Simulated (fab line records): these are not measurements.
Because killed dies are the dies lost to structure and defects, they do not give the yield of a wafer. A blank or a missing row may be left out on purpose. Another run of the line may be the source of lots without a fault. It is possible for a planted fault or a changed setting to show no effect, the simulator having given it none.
fab line records + flow nand_harc
record:
- lots: 6
- wafers: 18
- last_day: 33
route steps=1302 shown A_M0@1156 A_M1@1169
lots that met no fault: from a run of the same line without faults
start_h: hours from the record's opening day to when the first of the lot's shown wafers began + wait_h: hours since the lot's step before + " unchanged from the row above + L1.1+2: a row that stands for several wafers + - no value present, or no start provided + * or withheld: withheld + < > ~ a bound
route shown NAME@n: NAME is a module with steps in the file, n the number in the route of the first one + usual: mean/standard deviation taken from wafers without a fault + same: alike in all rows + chamber/n: place in a boat + sites: the reading at each site + _std_site: standard deviation of those values + _edge_site: mean of outer sites minus mean of inner sites + radius_mm: how far each site lies from the wafer's centre + mask NAME#n: copy n + behind: the most recent tool/chamber to have shaped the wafer + hold: why the lot was held/for how many hours/how that ended + device: which transistor (n, p or np) failed to switch + end of line: at the end of the route, the tests of the same wafers + a step given without rows: its recipe and nothing more + killed: dies lost to structure and defects at the first sort, not the wafer's yield + map: a wafer's dies, x killed, . not, _ none there
set.NAME: setting as actually run; set.NAME@STEP: the setting as run at that earlier step + model.NAME: the simulator's own value behind a step, which no gauge read
certain route steps with their lots: each step a table, each wafer a row
services: a tool's chamber out of use, with start hour (start_h, from the record's first day; less than 0 if before it), hours out, and reason
== steps ==
step: NHARC_A_M0_DEGAS_28
recipe:
- temp_c: 250
- time_s: 60
usual:
- heater_power_w: 351/27
| lot.wafer | tool           | chamber | start_h | wait_h | heater_power_w |
|-----------|----------------|---------|---------|--------|----------------|
| L808.2    | pvd_sputter-03 | -       | 546.27  | -      | 334            |
| L808.3    | "              | -       | "       | "      | 340            |
| L808.5    | "              | -       | "       | "      | 335            |
| L814.4    | pvd_sputter-02 | -       | 617.63  | -      | 366            |
| L814.2    | "              | -       | "       | "      | 352            |
| L814.1    | "              | -       | "       | "      | 291            |
| L824.4    | pvd_sputter-02 | -       | 719.39  | -      | 317            |
| L824.3    | "              | -       | "       | "      | 339            |
| L824.5    | "              | -       | "       | "      | 375            |
| L826.1    | pvd_sputter-02 | -       | 725.42  | -      | 382            |
| L826.6    | "              | -       | "       | "      | 346            |
| L826.5    | "              | -       | "       | "      | 378            |
| L825.4    | pvd_sputter-01 | -       | 726.57  | -      | 377            |
| L825.1    | "              | -       | "       | "      | 343            |
| L825.5    | "              | -       | "       | "      | 403            |
| L828.2    | pvd_sputter-01 | -       | 756.48  | -      | 380            |
| L828.4    | "              | -       | "       | "      | 335            |
| L828.3    | "              | -       | "       | "      | 380            |
step: NHARC_A_M0_PRE_CLEAN_29
recipe:
- time_s: 30
- temp_c: 280
- gas: H2/He
usual:
- heater_power_w: 431/33
| lot.wafer | tool           | chamber | start_h | wait_h | heater_power_w |
|-----------|----------------|---------|---------|--------|----------------|
| L808.2    | pvd_sputter-03 | -       | -       | -      | 445            |
| L808.3    | "              | -       | "       | "      | 403            |
| L808.5    | "              | -       | "       | "      | 425            |
| L814.4    | pvd_sputter-02 | -       | -       | -      | 436            |
| L814.2    | "              | -       | "       | "      | 366            |
| L814.1    | "              | -       | "       | "      | 416            |
| L824.4    | pvd_sputter-02 | -       | -       | -      | 467            |
| L824.3    | "              | -       | "       | "      | 463            |
| L824.5    | "              | -       | "       | "      | 461            |
| L826.1    | pvd_sputter-02 | -       | -       | -      | 458            |
| L826.6    | "              | -       | "       | "      | 428            |
| L826.5    | "              | -       | "       | "      | 456            |
| L825.4    | pvd_sputter-01 | -       | -       | -      | 416            |
| L825.1    | "              | -       | "       | "      | 470            |
| L825.5    | "              | -       | "       | "      | 415            |
| L828.2    | pvd_sputter-01 | -       | -       | -      | 469            |
| L828.4    | "              | -       | "       | "      | 420            |
| L828.3    | "              | -       | "       | "      | 467            |
step: NHARC_A_M0_PVD_20
recipe:
- target_thk_a: 50
- bias_v: 168.6
- power_w: 15000
- chamber_pressure_pa: 0.12
- time_s: 8.06
- substrate_temp_c: 50
- material: TaN
step: NHARC_A_M0_PVD_21
recipe:
- target_thk_a: 300
- chamber_pressure_pa: 5
- power_w: 5000
- substrate_temp_c: 30
- time_s: 20.49
- material: Cu
usual:
- substrate_temp_c: 29.99/0.11
- throttle_valve_pct: 30.0/1.1
| lot.wafer | tool           | chamber | start_h | wait_h | substrate_temp_c | throttle_valve_pct |
|-----------|----------------|---------|---------|--------|------------------|--------------------|
| L808.2    | pvd_sputter-03 | -       | -       | -      | 30.03            | 30.8               |
| L808.3    | "              | -       | "       | "      | 30.08            | 30.1               |
| L808.5    | "              | -       | "       | "      | 29.89            | 29.2               |
| L814.2    | pvd_sputter-02 | -       | -       | -      | 30.04            | 29.3               |
| L814.1    | "              | -       | "       | "      | 29.89            | 30.6               |
| L814.4    | "              | -       | "       | "      | 30.18            | 31.5               |
| L824.4    | pvd_sputter-02 | -       | -       | -      | 30.02            | 31.9               |
| L824.3    | "              | -       | "       | "      | 30.00            | 30.7               |
| L824.5    | "              | -       | "       | "      | 29.85            | 29.4               |
| L826.1    | pvd_sputter-02 | -       | -       | -      | 29.93            | 31.7               |
| L826.6    | "              | -       | "       | "      | 29.96            | 31.1               |
| L826.5    | "              | -       | "       | "      | 30.03            | 31.8               |
| L825.1    | pvd_sputter-01 | -       | -       | -      | 30.12            | 27.8               |
| L825.4    | "              | -       | "       | "      | 29.80            | 29.4               |
| L825.5    | "              | -       | "       | "      | 30.02            | 27.6               |
| L828.2    | pvd_sputter-01 | -       | -       | -      | 29.90            | 29.9               |
| L828.3    | "              | -       | "       | "      | 29.83            | 30.3               |
| L828.4    | "              | -       | "       | "      | 29.87            | 29.3               |
step: NHARC_A_M0_ECD_22
recipe:
- target_thk_a: 4000
- bath_temp_c: 25
- material: Cu
step: NHARC_A_M0_ANNEAL_30
recipe:
- temp_c: 225
- time_s: 90
usual:
- wafer_temp_C_max: 225.75/0.21
| lot.wafer | tool          | chamber | start_h | wait_h | wafer_temp_C_max |
|-----------|---------------|---------|---------|--------|------------------|
| L808.2    | rtp_anneal-02 | 0       | 547.07  | 0.4    | 225.51           |
| L808.3    | "             | 0       | "       | "      | 225.92           |
| L808.5    | "             | 0       | "       | "      | 226.18           |
| L814.1    | rtp_anneal-02 | 0       | 618.37  | 0.3    | 225.62           |
| L814.2    | "             | 0       | "       | "      | 226.30           |
| L814.4    | "             | 0       | "       | "      | 225.67           |
| L824.3    | rtp_anneal-02 | 0       | 720.30  | 0.3    | 225.92           |
| L824.4    | "             | 0       | "       | "      | 225.31           |
| L824.5    | "             | 0       | "       | "      | 225.95           |
| L826.1    | rtp_anneal-02 | 0       | 726.15  | -      | 226.02           |
| L826.5    | "             | 0       | "       | "      | 225.36           |
| L826.6    | "             | 0       | "       | "      | 226.01           |
| L825.1    | rtp_anneal-01 | 0       | 727.30  | -      | 225.57           |
| L825.4    | "             | 0       | "       | "      | 226.07           |
| L825.5    | "             | 0       | "       | "      | 225.53           |
| L828.2    | rtp_anneal-02 | 0       | 757.30  | -      | 225.93           |
| L828.3    | "             | 0       | "       | "      | 225.59           |
| L828.4    | "             | 0       | "       | "      | 225.85           |
step: NHARC_A_M0_CMP_23
recipe:
- t_overpolish_s: 20
- target_thk_nm: 113.75
step: NHARC_A_M0_THK_MEAS_24
recipe:
- thk_meas_gauge: xrf
usual:
- thk_nm: 113.6/1.5
| lot.wafer | tool          | chamber | start_h | wait_h | thk_nm |
|-----------|---------------|---------|---------|--------|--------|
| L808.2    | film_metro-02 | -       | 547.69  | -      | 113.2  |
| L808.3    | "             | -       | "       | "      | 115.0  |
| L808.5    | "             | -       | "       | "      | 113.2  |
| L814.1    | film_metro-01 | -       | 619.03  | -      | 114.3  |
| L814.2    | "             | -       | "       | "      | 113.8  |
| L814.4    | "             | -       | "       | "      | 113.1  |
| L824.3    | film_metro-02 | -       | 720.86  | -      | 114.3  |
| L824.4    | "             | -       | "       | "      | 114.5  |
| L824.5    | "             | -       | "       | "      | 113.5  |
| L826.1    | film_metro-01 | -       | 726.81  | -      | 112.8  |
| L826.5    | "             | -       | "       | "      | 114.6  |
| L826.6    | "             | -       | "       | "      | 112.7  |
| L825.1    | film_metro-02 | -       | 727.96  | -      | 112.3  |
| L825.4    | "             | -       | "       | "      | 114.9  |
| L825.5    | "             | -       | "       | "      | 115.4  |
| L828.2    | film_metro-02 | -       | 757.91  | -      | 112.7  |
| L828.3    | "             | -       | "       | "      | 114.2  |
| L828.4    | "             | -       | "       | "      | 114.0  |
step: NHARC_A_M0_SRD_25
step: NHARC_A_M0_INSPECT_27
usual:
- raw_defect_count: 591/170
| lot.wafer | tool              | chamber | start_h | wait_h | raw_defect_count |
|-----------|-------------------|---------|---------|--------|------------------|
| L808.2    | defect_inspect-02 | -       | 547.84  | 0.0    | 451              |
| L808.3    | "                 | -       | "       | "      | 569              |
| L808.5    | "                 | -       | "       | "      | 488              |
| L814.1    | defect_inspect-02 | -       | 619.19  | 0.0    | 567              |
| L814.2    | "                 | -       | "       | "      | 523              |
| L814.4    | "                 | -       | "       | "      | 424              |
| L824.3    | defect_inspect-02 | -       | 721.01  | 0.0    | 475              |
| L824.4    | "                 | -       | "       | "      | 545              |
| L824.5    | "                 | -       | "       | "      | 511              |
| L826.1    | defect_inspect-02 | -       | 726.96  | 0.0    | 769              |
| L826.5    | "                 | -       | "       | "      | 588              |
| L826.6    | "                 | -       | "       | "      | 622              |
| L825.1    | defect_inspect-01 | -       | 728.12  | 0.0    | 535              |
| L825.4    | "                 | -       | "       | "      | 379              |
| L825.5    | "                 | -       | "       | "      | 385              |
| L828.2    | defect_inspect-01 | -       | 758.07  | 0.0    | 876              |
| L828.3    | "                 | -       | "       | "      | 591              |
| L828.4    | "                 | -       | "       | "      | 554              |
step: NHARC_A_M0_PRE_CLEAN_31
recipe:
- time_s: 12
- temp_c: 370
- rf_power_w: 300
- gas: NH3
usual:
- heater_power_w: 677/85
| lot.wafer | tool     | chamber | start_h | wait_h | heater_power_w |
|-----------|----------|---------|---------|--------|----------------|
| L808.2    | pecvd-04 | 0       | 547.91  | 0.1    | 773            |
| L808.3    | "        | 2       | "       | "      | 622            |
| L808.5    | "        | 0       | "       | "      | 782            |
| L814.1    | pecvd-04 | 1       | 619.26  | 0.1    | 653            |
| L814.2    | "        | 0       | "       | "      | 860            |
| L814.4    | "        | 2       | "       | "      | 632            |
| L824.3    | pecvd-04 | 2       | 721.08  | 0.1    | 714            |
| L824.5    | "        | 2       | "       | "      | 708            |
| L824.4    | "        | 1       | "       | "      | 672            |
| L826.1    | pecvd-01 | 2       | 727.06  | 0.1    | 574            |
| L826.5    | "        | 0       | "       | "      | 568            |
| L826.6    | "        | 2       | "       | "      | 569            |
| L825.1    | pecvd-04 | 0       | 728.20  | 0.1    | 853            |
| L825.4    | "        | 2       | "       | "      | 657            |
| L825.5    | "        | 0       | "       | "      | 842            |
| L828.2    | pecvd-03 | 1       | 758.14  | 0.1    | 679            |
| L828.3    | "        | 0       | "       | "      | 580            |
| L828.4    | "        | 0       | "       | "      | 574            |
step: NHARC_A_M0_DEP_32
recipe:
- target_thk_a: 300
- temp_c: 370
- target_thk_nm: 30
- pressure_torr: 3
- flow_sccm: 200
- rf_w: 450
- material: SiCN
usual:
- chamber_pressure_Torr: 3.001/0.0065
- heater_power_outer_w: 358/65
- heater_power_w: 627/88
| lot.wafer | tool     | chamber | start_h | wait_h | chamber_pressure_Torr | heater_power_outer_w | heater_power_w |
|-----------|----------|---------|---------|--------|-----------------------|----------------------|----------------|
| L808.2    | pecvd-04 | 0       | 547.99  | 0.1    | 2.994                 | 488                  | 799            |
| L808.3    | "        | 2       | "       | "      | 3.009                 | 338                  | 626            |
| L808.5    | "        | 0       | "       | "      | 3.002                 | 478                  | 819            |
| L814.1    | pecvd-04 | 1       | 619.33  | 0.1    | 3.003                 | 347                  | 603            |
| L814.2    | "        | 0       | "       | "      | 3.003                 | 489                  | 794            |
| L814.4    | "        | 2       | "       | "      | 3.003                 | 357                  | 649            |
| L824.3    | pecvd-04 | 2       | 721.16  | 0.1    | -                     | -                    | -              |
| L824.5    | "        | 2       | "       | "      | -                     | -                    | -              |
| L824.4    | "        | 1       | "       | "      | -                     | -                    | -              |
| L826.1    | pecvd-01 | 2       | 727.20  | 0.1    | 3.008                 | 238                  | 486            |
| L826.5    | "        | 0       | "       | "      | 3.016                 | 310                  | 503            |
| L826.6    | "        | 2       | "       | "      | 2.999                 | 239                  | 486            |
| L825.1    | pecvd-04 | 0       | 728.31  | 0.1    | -                     | -                    | -              |
| L825.4    | "        | 2       | "       | "      | -                     | -                    | -              |
| L825.5    | "        | 0       | "       | "      | -                     | -                    | -              |
| L828.2    | pecvd-03 | 1       | 758.22  | 0.1    | 3.003                 | 400                  | 645            |
| L828.3    | "        | 0       | "       | "      | 3.002                 | 335                  | 616            |
| L828.4    | "        | 0       | "       | "      | 3.003                 | 339                  | 604            |
step: NHARC_A_M1_DEP_00
recipe:
- target_thk_a: 1825
- target_thk_nm: 182.5
- temp_c: withheld
- pressure_torr: 5
- flow_sccm: 200
- rf_w: 600
- material: SiOC
== services ==
| tool           | chamber | start_h | hours | kind       |
|----------------|---------|---------|-------|------------|
| pvd_sputter-03 | -       | 526.05  | 10.0  | pm         |
| pecvd-03       | -       | 547.40  | 13.0  | pm         |
| pvd_sputter-01 | -       | 582.00  | 10.0  | pm         |
| pvd_sputter-01 | -       | 615.47  | 4.1   | repair     |
| pvd_sputter-03 | -       | 615.99  | 1.2   | repair     |
| pecvd-04       | -       | 631.40  | 13.0  | pm         |
| pecvd-04       | 0       | 631.40  | 13.0  | vent_cycle |
| pecvd-04       | 1       | 631.40  | 13.0  | vent_cycle |
| pecvd-04       | 2       | 631.40  | 13.0  | vent_cycle |
| pvd_sputter-02 | -       | 638.00  | 10.0  | pm         |
| pecvd-04       | 0       | 644.40  | -     | clean      |
| pecvd-04       | 1       | 644.40  | -     | clean      |
| pvd_sputter-03 | -       | 670.10  | 2.4   | repair     |
| pecvd-01       | -       | 673.15  | 13.0  | pm         |
| pvd_sputter-01 | -       | 681.56  | 3.2   | repair     |
| pvd_sputter-03 | -       | 704.05  | 10.0  | pm         |
| pvd_sputter-01 | -       | 706.84  | 2.3   | repair     |
| pvd_sputter-03 | -       | 724.80  | 2.7   | repair     |
| pecvd-03       | -       | 728.40  | 13.0  | pm         |
| pecvd-01       | 1       | 729.84  | 7.4   | repair     |
| pvd_sputter-01 | -       | 730.99  | 5.3   | repair     |
| pecvd-03       | 1       | 742.76  | 5.0   | repair     |
| rtp_anneal-02  | -       | 744.00  | 12.0  | pm         |
| pecvd-03       | 1       | 749.00  | 5.4   | repair     |
== key ==
first_sign:
- step: NHARC_A_M0_DEP_32
- reading: tool_record
- direction: missing
effect none on later readings
met_at NHARC_A_M0_DEP_32
struck_wafers L824.3,L824.4,L824.5,L825.1,L825.4,L825.5
sort_left_out L824.3,L824.4,L824.5,L825.1,L825.4,L825.5
onset_between 619.33 721.16
fault:
- kind: skipped_step_whole
- tool: pecvd-04
- chamber: -
- onset_h: 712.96
- steps: NHARC_A_M0_DEP_32
- scope: struck_lots_only
sort_left_out: the simulated sort isn't trusted on such a fault, so these wafers' sort isn't shown, and their yield isn't known
